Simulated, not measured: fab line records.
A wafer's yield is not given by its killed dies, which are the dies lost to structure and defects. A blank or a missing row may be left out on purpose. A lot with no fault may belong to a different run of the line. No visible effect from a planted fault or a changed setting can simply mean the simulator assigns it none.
The tool behind it: which one? | flow nand harc | Sampling: 11 lots, 33 wafers, 4 of 1159 route steps

WHAT EACH GAUGE READ, for each wafer
NHARC_A_SGD_CUT_INSPECT_25.
lot  | measured     | on                | raw defect count
L074 | day 14 01:44 | defect inspect-01 | 336 268 296
L077 | day 14 16:05 | defect inspect-01 | 203 197 269
L080 | day 15 15:17 | defect inspect-01 | 242 380 337
L081 | day 16 03:43 | defect inspect-02 | 314 204 332
L084 | day 16 13:54 | defect inspect-01 | 251 262 218
L087 | day 17 08:05 | defect inspect-01 | 325 236 281
L089 | day 18 04:46 | defect inspect-01 | 416 212 199
L090 | day 18 04:40 | defect inspect-01 | 285 304 369
L093 | day 18 19:05 | defect inspect-02 | 382 294 411
L095 | day 19 08:55 | defect inspect-02 | 254 282 216
L097 | day 19 22:43 | defect inspect-01 | 274 360 269

TOOL THAT RAN EACH LOT (tool first, then ch and the chambers of the sampled wafers, then the start)
lot  | NHARC_A_STAIRCASE_ETCH_253         | NHARC_A_STAIRCASE_ETCH_292         | NHARC_A_STAIRCASE_ETCH_453
L074 | rie diel-02 ch 1,2,3, day 11 09:13 | rie diel-04 ch 0,1, day 11 15:28   | rie diel-02 ch 2,3, day 14 01:44 or earlier
L077 | rie diel-01 ch 0,1,3, day 11 22:35 | rie diel-01 ch 0,1, day 12 02:25   | rie diel-04 ch 0,2,3, day 14 16:05 or earlier
L080 | rie diel-02 ch 0,1, day 12 21:32   | rie diel-02 ch 0,1, day 13 01:26   | rie diel-02 ch 1,2,3, day 15 15:17 or earlier
L081 | rie diel-04 ch 0,1,3, day 13 15:33 | rie diel-04 ch 2,3, day 13 21:35   | rie diel-02 ch 1,2,3, day 16 03:43 or earlier
L084 | rie diel-01 ch 2,3, day 13 23:48   | rie diel-04 ch 0,1,2, day 14 03:37 | rie diel-02 ch 0,1,2, day 16 13:54 or earlier
L087 | rie diel-04 ch 0,1,2, day 14 18:58 | rie diel-01 ch 0,1, day 14 22:52   | rie diel-04 ch 1,2, day 17 08:05 or earlier
L089 | rie diel-02 ch 0,1,2, day 15 01:53 | rie diel-04 ch 1,3, day 15 06:20   | rie diel-04 ch 0,1, day 18 04:46 or earlier
L090 | rie diel-02 ch 0,1, day 15 08:27   | rie diel-02 ch 0,3, day 15 13:50   | rie diel-02 ch 0,1, day 18 04:40 or earlier
L093 | rie diel-02 ch 0,2, day 16 00:19   | rie diel-04 ch 0,1,2, day 16 04:54 | rie diel-04 ch 2,3, day 18 19:05 or earlier
L095 | rie diel-02 ch 1,2, day 16 14:36   | rie diel-02 ch 2,3, day 16 19:53   | rie diel-04 ch 1,2,3, day 19 08:55 or earlier
L097 | rie diel-02 ch 0,1,2, day 17 00:25 | rie diel-02 ch 0,1,2, day 17 04:25 | rie diel-01 ch 1,3, day 19 22:43 or earlier
- NHARC_A_STAIRCASE_ETCH_253: etches the open film in C4F8/O2, target depth 50 nm, time 20.2 s.
- NHARC_A_STAIRCASE_ETCH_292: etches the open film in CF4/CHF3.
- NHARC_A_STAIRCASE_ETCH_453: etches the open film in CF4/O2, target depth 30 nm, overetch 3 nm, time 16.5 s.

THE ANSWER, worked out from the rows above alone
Rule: what is usual is taken from the lots themselves. The widest of any qualifying gaps counts: lots, ordered by their means at a reading, are off when they make up no more than a third of the lots, leave a main group of 4 or more, and stand apart from it by 3 or more times the standard deviation of that group's means. A main group whose means are all the same, to the digits that the tables above print for the reading, isn't used. A lot without any number at a reading at which 4 lots or more have one is off too. All remaining lots with rows at the step are treated as sound.
No lot is off on any of the readings shown, so nothing can be concluded from this.

WHAT THE SIMULATOR HAD PUT IN
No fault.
